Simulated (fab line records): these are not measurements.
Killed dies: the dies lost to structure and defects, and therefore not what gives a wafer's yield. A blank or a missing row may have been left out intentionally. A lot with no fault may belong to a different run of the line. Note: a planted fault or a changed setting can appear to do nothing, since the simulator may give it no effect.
A sampling plan put to the test | flow nand harc | one fab line, 43 faults that these records tell of, each judged on the records of the lots that it struck
Plan = the line's own looks (route steps where a gauge or an inspection reads the wafer without altering it). A look is open to judgement when struck wafers have a number at it and the file gives its usual mean and standard deviation on fault-free wafers. Caught: the struck wafers' mean, at a look after the fault's first step, is 4 or more of those standard deviations (sigma) away from the usual mean. On the tool: the test repeated on the tool's own readings taken at the fault's steps. It also counts as caught if the struck wafers ran another recipe or if their record alone is blank.

THE FAULTS, as the simulator had put them in
1. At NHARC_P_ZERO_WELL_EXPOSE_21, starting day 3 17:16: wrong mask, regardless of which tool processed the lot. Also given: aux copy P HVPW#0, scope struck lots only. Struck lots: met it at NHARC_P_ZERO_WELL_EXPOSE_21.
2. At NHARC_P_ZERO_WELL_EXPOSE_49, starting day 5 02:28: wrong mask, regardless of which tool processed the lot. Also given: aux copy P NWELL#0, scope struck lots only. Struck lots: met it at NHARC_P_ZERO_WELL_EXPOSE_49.
3. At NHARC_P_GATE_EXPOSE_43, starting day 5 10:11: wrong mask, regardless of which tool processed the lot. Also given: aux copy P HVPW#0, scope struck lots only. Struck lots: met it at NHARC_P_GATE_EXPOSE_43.
4. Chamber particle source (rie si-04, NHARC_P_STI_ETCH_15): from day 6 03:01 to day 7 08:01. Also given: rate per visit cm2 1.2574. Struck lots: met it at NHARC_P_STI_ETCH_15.
5. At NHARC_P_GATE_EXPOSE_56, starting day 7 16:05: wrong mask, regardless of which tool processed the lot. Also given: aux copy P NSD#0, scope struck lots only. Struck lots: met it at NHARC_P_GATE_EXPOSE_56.
6. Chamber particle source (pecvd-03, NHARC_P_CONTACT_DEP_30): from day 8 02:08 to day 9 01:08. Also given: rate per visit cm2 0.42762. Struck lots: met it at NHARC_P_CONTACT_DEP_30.
7. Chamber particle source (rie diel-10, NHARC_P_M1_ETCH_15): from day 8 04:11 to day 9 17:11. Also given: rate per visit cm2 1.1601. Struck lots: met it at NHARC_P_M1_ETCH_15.
8. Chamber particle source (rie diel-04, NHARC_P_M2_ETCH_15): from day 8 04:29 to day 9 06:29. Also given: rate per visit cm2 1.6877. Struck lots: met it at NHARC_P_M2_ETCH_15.
9. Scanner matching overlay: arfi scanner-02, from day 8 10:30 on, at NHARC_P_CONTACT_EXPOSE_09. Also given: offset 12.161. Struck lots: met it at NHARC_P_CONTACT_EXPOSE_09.
10. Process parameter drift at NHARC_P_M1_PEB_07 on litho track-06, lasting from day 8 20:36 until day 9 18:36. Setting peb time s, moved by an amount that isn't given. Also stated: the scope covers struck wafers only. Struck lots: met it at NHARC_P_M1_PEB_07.
11. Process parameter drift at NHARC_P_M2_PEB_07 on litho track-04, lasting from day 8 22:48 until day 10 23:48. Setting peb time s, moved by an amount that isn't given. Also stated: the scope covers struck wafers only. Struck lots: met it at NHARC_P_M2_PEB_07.
12. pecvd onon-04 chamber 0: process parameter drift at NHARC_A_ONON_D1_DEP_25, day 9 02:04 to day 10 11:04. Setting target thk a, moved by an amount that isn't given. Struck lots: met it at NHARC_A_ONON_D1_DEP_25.
13. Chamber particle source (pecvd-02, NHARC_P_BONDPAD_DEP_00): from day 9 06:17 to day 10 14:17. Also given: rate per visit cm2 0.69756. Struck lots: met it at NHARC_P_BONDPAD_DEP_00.
14. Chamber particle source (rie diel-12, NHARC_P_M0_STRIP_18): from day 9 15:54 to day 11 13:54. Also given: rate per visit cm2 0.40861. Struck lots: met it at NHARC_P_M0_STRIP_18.
15. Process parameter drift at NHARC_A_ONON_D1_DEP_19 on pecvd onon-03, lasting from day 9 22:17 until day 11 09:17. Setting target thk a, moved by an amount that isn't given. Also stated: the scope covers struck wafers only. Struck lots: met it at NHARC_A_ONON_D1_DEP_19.
16. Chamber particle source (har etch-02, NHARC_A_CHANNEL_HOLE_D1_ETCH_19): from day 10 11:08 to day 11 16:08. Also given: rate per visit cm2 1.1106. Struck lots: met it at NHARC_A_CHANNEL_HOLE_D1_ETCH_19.
17. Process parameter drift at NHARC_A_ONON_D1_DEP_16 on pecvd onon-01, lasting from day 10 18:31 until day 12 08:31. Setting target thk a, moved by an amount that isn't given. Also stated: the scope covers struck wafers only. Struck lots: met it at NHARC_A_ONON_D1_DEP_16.
18. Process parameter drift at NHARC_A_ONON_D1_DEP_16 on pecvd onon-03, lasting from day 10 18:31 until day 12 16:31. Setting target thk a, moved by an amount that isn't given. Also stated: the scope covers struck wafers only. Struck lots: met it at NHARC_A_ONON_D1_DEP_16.
19. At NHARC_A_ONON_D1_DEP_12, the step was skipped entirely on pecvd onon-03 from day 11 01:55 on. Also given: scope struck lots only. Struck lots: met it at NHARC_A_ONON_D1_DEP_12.
20. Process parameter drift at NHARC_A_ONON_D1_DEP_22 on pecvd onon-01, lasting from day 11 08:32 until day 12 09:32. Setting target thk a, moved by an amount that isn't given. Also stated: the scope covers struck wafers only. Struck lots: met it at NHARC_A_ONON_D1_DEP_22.
21. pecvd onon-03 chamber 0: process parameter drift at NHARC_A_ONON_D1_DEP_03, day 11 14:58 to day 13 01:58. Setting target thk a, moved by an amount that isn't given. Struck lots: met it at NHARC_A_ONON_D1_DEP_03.
22. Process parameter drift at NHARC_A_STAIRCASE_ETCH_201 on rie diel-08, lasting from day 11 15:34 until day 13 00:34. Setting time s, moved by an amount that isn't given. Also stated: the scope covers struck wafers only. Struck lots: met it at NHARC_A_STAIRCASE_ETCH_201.
23. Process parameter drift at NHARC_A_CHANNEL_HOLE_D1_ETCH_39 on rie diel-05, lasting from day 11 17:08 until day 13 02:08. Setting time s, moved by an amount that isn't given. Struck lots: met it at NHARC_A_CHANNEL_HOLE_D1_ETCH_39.
24. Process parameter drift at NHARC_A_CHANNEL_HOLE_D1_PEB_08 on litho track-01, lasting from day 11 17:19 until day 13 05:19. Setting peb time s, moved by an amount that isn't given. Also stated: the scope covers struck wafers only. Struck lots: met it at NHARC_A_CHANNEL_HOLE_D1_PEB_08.
25. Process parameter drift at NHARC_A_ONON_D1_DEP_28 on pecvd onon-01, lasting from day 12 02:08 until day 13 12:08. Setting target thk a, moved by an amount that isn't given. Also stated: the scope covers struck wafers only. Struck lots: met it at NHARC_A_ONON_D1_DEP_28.
26. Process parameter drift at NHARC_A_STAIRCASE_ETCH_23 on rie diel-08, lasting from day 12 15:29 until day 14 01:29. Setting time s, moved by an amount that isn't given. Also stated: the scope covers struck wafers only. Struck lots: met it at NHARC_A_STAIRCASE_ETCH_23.
27. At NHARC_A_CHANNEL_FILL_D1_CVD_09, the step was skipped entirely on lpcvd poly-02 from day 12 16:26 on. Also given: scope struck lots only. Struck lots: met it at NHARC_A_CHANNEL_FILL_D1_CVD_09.
28. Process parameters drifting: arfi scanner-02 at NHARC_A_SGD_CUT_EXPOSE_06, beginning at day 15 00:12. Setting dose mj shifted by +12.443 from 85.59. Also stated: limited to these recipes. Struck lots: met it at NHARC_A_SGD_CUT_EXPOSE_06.
29. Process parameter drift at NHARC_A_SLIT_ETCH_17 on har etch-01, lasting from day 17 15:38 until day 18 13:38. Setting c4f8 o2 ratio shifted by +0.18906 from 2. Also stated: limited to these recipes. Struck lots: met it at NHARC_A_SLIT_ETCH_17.
30. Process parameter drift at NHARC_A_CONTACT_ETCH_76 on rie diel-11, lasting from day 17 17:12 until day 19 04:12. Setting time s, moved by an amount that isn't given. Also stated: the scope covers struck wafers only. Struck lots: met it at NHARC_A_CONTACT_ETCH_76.
31. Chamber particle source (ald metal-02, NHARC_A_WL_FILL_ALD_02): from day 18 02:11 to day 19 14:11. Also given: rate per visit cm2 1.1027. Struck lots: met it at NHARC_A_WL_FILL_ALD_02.
32. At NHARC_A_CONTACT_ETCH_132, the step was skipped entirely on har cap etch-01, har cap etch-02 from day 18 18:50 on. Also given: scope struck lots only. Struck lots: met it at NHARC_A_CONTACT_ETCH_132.
33. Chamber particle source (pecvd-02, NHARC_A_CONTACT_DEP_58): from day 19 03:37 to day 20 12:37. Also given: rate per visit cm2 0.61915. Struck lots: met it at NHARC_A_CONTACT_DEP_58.
34. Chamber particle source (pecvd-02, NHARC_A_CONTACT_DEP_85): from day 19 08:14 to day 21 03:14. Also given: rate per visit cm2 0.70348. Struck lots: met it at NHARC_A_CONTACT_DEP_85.
35. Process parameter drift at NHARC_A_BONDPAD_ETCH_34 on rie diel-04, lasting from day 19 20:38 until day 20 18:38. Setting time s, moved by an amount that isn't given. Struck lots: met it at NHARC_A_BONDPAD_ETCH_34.
36. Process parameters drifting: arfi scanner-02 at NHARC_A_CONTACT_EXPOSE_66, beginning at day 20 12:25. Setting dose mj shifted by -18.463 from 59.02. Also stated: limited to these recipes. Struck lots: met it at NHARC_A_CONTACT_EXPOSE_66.
37. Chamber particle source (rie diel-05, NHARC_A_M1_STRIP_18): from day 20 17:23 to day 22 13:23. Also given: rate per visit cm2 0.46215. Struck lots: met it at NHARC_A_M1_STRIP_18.
38. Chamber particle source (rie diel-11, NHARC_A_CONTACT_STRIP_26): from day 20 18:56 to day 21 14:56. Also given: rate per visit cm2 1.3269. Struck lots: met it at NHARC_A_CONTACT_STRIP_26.
39. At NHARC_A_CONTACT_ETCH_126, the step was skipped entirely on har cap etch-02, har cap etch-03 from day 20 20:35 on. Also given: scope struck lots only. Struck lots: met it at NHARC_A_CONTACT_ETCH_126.
40. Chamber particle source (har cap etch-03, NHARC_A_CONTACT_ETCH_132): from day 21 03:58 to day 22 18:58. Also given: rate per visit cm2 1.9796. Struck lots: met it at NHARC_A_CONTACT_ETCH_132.
41. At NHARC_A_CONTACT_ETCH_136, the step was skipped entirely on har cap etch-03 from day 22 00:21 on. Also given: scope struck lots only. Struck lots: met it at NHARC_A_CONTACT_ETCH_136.
42. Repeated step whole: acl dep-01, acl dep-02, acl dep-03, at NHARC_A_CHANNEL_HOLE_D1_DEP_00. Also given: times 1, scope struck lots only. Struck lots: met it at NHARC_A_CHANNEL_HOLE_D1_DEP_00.
43. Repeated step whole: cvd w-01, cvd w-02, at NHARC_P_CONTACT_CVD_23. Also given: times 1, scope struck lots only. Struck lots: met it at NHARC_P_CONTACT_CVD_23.

WHAT THE PLAN SAW
fault | on the tool itself                               | first look that catches it                   | reading, sigma                                           | median hours from its first step to that look | hours from the fault's start to the first struck lot there | judged looks passed uncaught
1     | no reading that can be judged                    | NHARC_END_SORT_01                            | killed at periphery +99 or beyond                        | 439.0                                         | 440                                                        | 0
2     | under 2 sigma                                    | NHARC_END_SORT_01                            | killed at periphery +99 or beyond                        | 429.1                                         | 431                                                        | 0
3     | under 2 sigma                                    | NHARC_END_SORT_01                            | killed at periphery +99 or beyond                        | 344.6                                         | 350                                                        | 0
4     | under 2 sigma                                    | NHARC_END_SORT_01                            | killed at periphery +23                                  | 414.1                                         | 408                                                        | 1
5     | no reading that can be judged                    | NHARC_END_SORT_01                            | killed at periphery +99 or beyond                        | 347.1                                         | 346                                                        | 0
6     | under 2 sigma                                    | NHARC_END_SORT_01                            | killed at periphery +21                                  | 328.6                                         | 343                                                        | 0
7     | under 2 sigma                                    | NHARC_END_SORT_01                            | killed at periphery +27                                  | 326.4                                         | 333                                                        | 0
8     | under 2 sigma                                    | NHARC_END_SORT_01                            | killed at periphery +35                                  | 321.6                                         | 315                                                        | 0
9     | under 2 sigma                                    | NHARC_P_CONTACT_OVL_MEAS_13                  | overlay x nm +14                                         | 0.2                                           | 12                                                         | 0
10    | heater power total W +89 sigma                   | NHARC_P_M1_CD_MEAS_09                        | cd nm -22                                                | 0.1                                           | 13                                                         | 0
11    | heater power total W +45 sigma                   | NHARC_P_M2_CD_MEAS_09                        | cd nm -12                                                | 0.1                                           | 19                                                         | 0
12    | no reading that can be judged                    | NHARC_A_ONON_D1_THK_MEAS_27                  | thk nm +39                                               | 0.4                                           | 8                                                          | 0
13    | under 2 sigma                                    | NHARC_END_SORT_01                            | killed at periphery +19                                  | 317.9                                         | 331                                                        | 0
14    | under 2 sigma                                    | NHARC_END_SORT_01                            | killed at periphery +27                                  | 327.4                                         | 336                                                        | 3
15    | no reading that can be judged                    | NHARC_A_ONON_D1_THK_MEAS_21                  | thk nm -36                                               | 0.5                                           | 9                                                          | 0
16    | under 2 sigma                                    | NHARC_A_CHANNEL_HOLE_D1_INSPECT_40           | raw defect count +39                                     | 5.7                                           | 9                                                          | 0
17    | under 2 sigma                                    | NHARC_A_ONON_D1_THK_MEAS_18                  | thk nm -69                                               | 0.5                                           | 13                                                         | 0
18    | no reading that can be judged                    | NHARC_A_ONON_D1_THK_MEAS_18                  | thk nm -5.7                                              | 0.5                                           | 34                                                         | 0
19    | the tool's record is blank for the struck wafers | NHARC_END_SORT_01                            | killed dies +49                                          | 283.1                                         | 288                                                        | 0
20    | under 2 sigma                                    | NHARC_A_ONON_D1_THK_MEAS_24                  | thk nm +31                                               | 0.5                                           | 0                                                          | 0
21    | under 2 sigma                                    | NHARC_A_ONON_D1_THK_MEAS_05                  | thk nm +58                                               | 0.5                                           | 4                                                          | 0
22    | run length s +19 sigma                           | NHARC_END_SORT_01                            | killed at array +33                                      | 205.6                                         | 201                                                        | 0
23    | run length s -99 or beyond sigma                 | NHARC_END_SORT_01                            | killed dies +49                                          | 268.0                                         | 273                                                        | 0
24    | under 2 sigma                                    | NHARC_A_CHANNEL_HOLE_D1_CD_MEAS_10           | cd nm +14                                                | 0.1                                           | 3                                                          | 0
25    | no reading that can be judged                    | NHARC_A_ONON_D1_THK_MEAS_30                  | thk nm +54                                               | 0.5                                           | 4                                                          | 0
26    | run length s -41 sigma                           | NHARC_END_SORT_01                            | killed dies +49                                          | 212.3                                         | 211                                                        | 0
27    | the tool's record is blank for the struck wafers | no look after it can be judged               | -                                                        | -                                             | -                                                          | 0
28    | exposure dose mJ cm2 +99 or beyond sigma         | NHARC_A_SGD_CUT_CD_MEAS_09                   | cd nm +16                                                | 0.1                                           | 20                                                         | 0
29    | under 2 sigma                                    | no look after it can be judged               | -                                                        | -                                             | -                                                          | 0
30    | run length s -99 or beyond sigma                 | NHARC_END_SORT_01                            | killed dies +40                                          | 68.7                                          | 81                                                         | 0
31    | under 2 sigma                                    | NHARC_END_SORT_01                            | killed at array +4.2                                     | 114.6                                         | 112                                                        | 0
32    | the tool's record is blank for the struck wafers | NHARC_END_SORT_01                            | killed dies +49                                          | 63.6                                          | 60                                                         | 0
33    | under 2 sigma                                    | NHARC_A_CONTACT_INSPECT_71                   | raw defect count +24                                     | 0.8                                           | 11                                                         | 0
34    | under 2 sigma                                    | NHARC_A_CONTACT_INSPECT_10                   | raw defect count +27                                     | 0.8                                           | 10                                                         | 0
35    | run length s -40 sigma                           | not the one look that can be judged after it | strongest: sort rim yield pct at NHARC_END_SORT_01, -2.2 | -                                             | -                                                          | 1
36    | exposure dose mJ cm2 -99 or beyond sigma         | NHARC_A_CONTACT_CD_MEAS_69                   | cd nm -21                                                | 0.1                                           | 9                                                          | 0
37    | under 2 sigma                                    | NHARC_END_SORT_01                            | sort_bin_3_pct +9.1                                      | 38.0                                          | 46                                                         | 0
38    | under 2 sigma                                    | NHARC_END_SORT_01                            | killed at array +5.4                                     | 59.7                                          | 56                                                         | 0
39    | the tool's record is blank for the struck wafers | NHARC_END_SORT_01                            | killed at array +49                                      | 64.7                                          | 72                                                         | 0
40    | no reading that can be judged                    | NHARC_END_SORT_01                            | killed at array +8.3                                     | 63.3                                          | 71                                                         | 0
41    | the tool's record is blank for the struck wafers | NHARC_END_SORT_01                            | killed at array +49                                      | 57.3                                          | 60                                                         | 0
42    | under 2 sigma                                    | NHARC_END_SORT_01                            | killed dies +49                                          | 274.9                                         | -                                                          | 0
43    | under 2 sigma                                    | not the one look that can be judged after it | -                                                        | -                                             | -                                                          | 1
Dash: fault not caught, or number not given in these records.

Caught at a look: 39 of 43. Caught on the tool: 14 of 43. By one or the other: 41 of 43.
Faults caught by the tool alone: 27, 35.
Caught at a look alone: faults 1, 2, 3, 4, 5, 6, 7, 8, 9, 12, 13, 14, 15, 16, 17, 18, 20, 21, 24, 25, 31, 33, 34, 37, 38, 40, 42.
Caught by neither: faults 29, 43.

THINNER SAMPLING
If the look that catches a fault measured only every second or every third lot, by lot number, the first struck lot would be measured this late in the worst case:
fault | struck lots at that look, in order of time | every lot | every second lot | every third lot
1     | L382                                       | 440 h     | may miss it      | may miss it
2     | L875                                       | 431 h     | may miss it      | may miss it
3     | L627                                       | 350 h     | may miss it      | may miss it
4     | L181, L185                                 | 408 h     | may miss all 2   | may miss all 2
5     | L513                                       | 346 h     | may miss it      | may miss it
6     | L818, L816                                 | 343 h     | may miss all 2   | may miss all 2
7     | L684, L687                                 | 333 h     | 350 h            | may miss all 2
8     | L421, L422                                 | 315 h     | 333 h            | may miss all 2
9     | L579, L582, L584                           | 12 h      | 23 h             | may miss all 3
10    | L417, L416                                 | 13 h      | 14 h             | may miss all 2
11    | L457, L458                                 | 19 h      | 26 h             | may miss all 2
12    | L597, L601                                 | 8 h       | may miss all 2   | may miss all 2
13    | L879, L882                                 | 331 h     | 347 h            | may miss all 2
14    | L569, L572                                 | 336 h     | 358 h            | may miss all 2
15    | L149                                       | 9 h       | may miss it      | may miss it
16    | L190, L193                                 | 9 h       | 35 h             | may miss all 2
17    | L153, L154                                 | 13 h      | 14 h             | may miss all 2
18    | L330                                       | 34 h      | may miss it      | may miss it
19    | L924, L925                                 | 288 h     | 289 h            | may miss all 2
20    | L548, L549                                 | 0 h       | 1 h              | may miss all 2
21    | L452, L455                                 | 4 h       | 26 h             | may miss all 2
22    | L556, L558                                 | 201 h     | may miss all 2   | may miss all 2
23    | L222, L223                                 | 273 h     | 273 h            | may miss all 2
24    | L787, L788, L791                           | 3 h       | 9 h              | may miss all 3
25    | L772, L774                                 | 4 h       | may miss all 2   | may miss all 2
26    | L449, L448, L451                           | 211 h     | 219 h            | may miss all 3
28    | L704, L706, L705                           | 20 h      | 33 h             | 33 h
30    | L119, L121                                 | 81 h      | may miss all 2   | may miss all 2
31    | L468, L470, L472                           | 112 h     | may miss all 3   | 138 h
32    | L815, L814, L816                           | 60 h      | 68 h             | 79 h
33    | L901, L903                                 | 11 h      | may miss all 2   | may miss all 2
34    | L979, L980                                 | 10 h      | 13 h             | may miss all 2
36    | L908, L914                                 | 9 h       | may miss all 2   | may miss all 2
37    | L639, L644                                 | 46 h      | 75 h             | may miss all 2
38    | L738, L740                                 | 56 h      | may miss all 2   | may miss all 2
39    | L587, L589, L590                           | 72 h      | 96 h             | may miss all 3
40    | L368, L369                                 | 71 h      | 88 h             | may miss all 2
41    | L361, L360                                 | 60 h      | 68 h             | may miss all 2
Hours count from the start of the fault until the first struck lot that is measured. The limit of 4 sigma was tested on all struck wafers together, so one lot alone may lie under it. Other struck lots may not be in these records.

THE LONGEST TIMED WAY FROM STEP TO LOOK
Fault 1: a median of 439.0 hours passes between NHARC_P_ZERO_WELL_EXPOSE_21 and NHARC_END_SORT_01. No look between them can be judged.
